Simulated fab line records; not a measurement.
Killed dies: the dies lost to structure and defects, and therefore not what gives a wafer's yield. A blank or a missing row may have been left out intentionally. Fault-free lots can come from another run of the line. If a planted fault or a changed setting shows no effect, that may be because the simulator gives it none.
Matching of chambers || flow n5Finfet || pecvd-04 running N5_BEOL_M3_PECVD_72: 3 sister chambers
The step deposits SiO2 from TEOS/O2, target thk 16 nm, time 18 s. 3 wafers are shown with their chamber, then 8 later ones without.

## WAFERS, EACH WITH ITS CHAMBER
{"wafer": "L088.2", "chamber": 2, "showerheadPlenumPTorr (Torr)": 8.79}
{"wafer": "L088.3", "chamber": 1, "showerheadPlenumPTorr (Torr)": 8.97}
{"wafer": "L088.4", "chamber": 0, "showerheadPlenumPTorr (Torr)": 8.77}

## WAFERS MISSING THEIR CHAMBER
{"wafer": "L088.5", "showerheadPlenumPTorr (Torr)": 8.79}
{"wafer": "L088.6", "showerheadPlenumPTorr (Torr)": 8.97}
{"wafer": "L090.2", "showerheadPlenumPTorr (Torr)": 8.95}
{"wafer": "L090.3", "showerheadPlenumPTorr (Torr)": 8.77}
{"wafer": "L090.4", "showerheadPlenumPTorr (Torr)": 8.82}
{"wafer": "L097.4", "showerheadPlenumPTorr (Torr)": 8.80}
{"wafer": "L097.5", "showerheadPlenumPTorr (Torr)": 8.75}
{"wafer": "L097.6", "showerheadPlenumPTorr (Torr)": 8.98}

## EACH ONE'S CHAMBER
{"wafer": "L088.5", "from the rows above": "can't be placed: 2 or 0", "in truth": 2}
{"wafer": "L088.6", "from the rows above": 1, "in truth": 1}
{"wafer": "L090.2", "from the rows above": 1, "in truth": 1}
{"wafer": "L090.3", "from the rows above": "can't be placed: 0 or 2", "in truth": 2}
{"wafer": "L090.4", "from the rows above": "can't be placed: 2 or 0", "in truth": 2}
{"wafer": "L097.4", "from the rows above": "can't be placed: 2 or 0", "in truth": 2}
{"wafer": "L097.5", "from the rows above": "can't be placed: 0 or 2", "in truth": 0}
{"wafer": "L097.6", "from the rows above": 1, "in truth": 1}
Correct placement for 3 of the 8. Cannot be placed on the basis of these rows: 5; the candidates contain the true chamber in 5. Number placed wrongly: 0.
How it was worked out, from the rows above alone: a wafer's distance from a chamber is the root of the sum, over the readings, of the square of ((its reading less the chamber's mean) divided by the reading's scatter). The wafer belongs to the nearest chamber; if the next one is less than 2 further off, it can't be placed. A chamber's mean is the mean of its shown wafers. The scatter (one wafer shown for each chamber): square how far every hidden wafer sits from the nearest shown wafer, average those squares and take the square root.
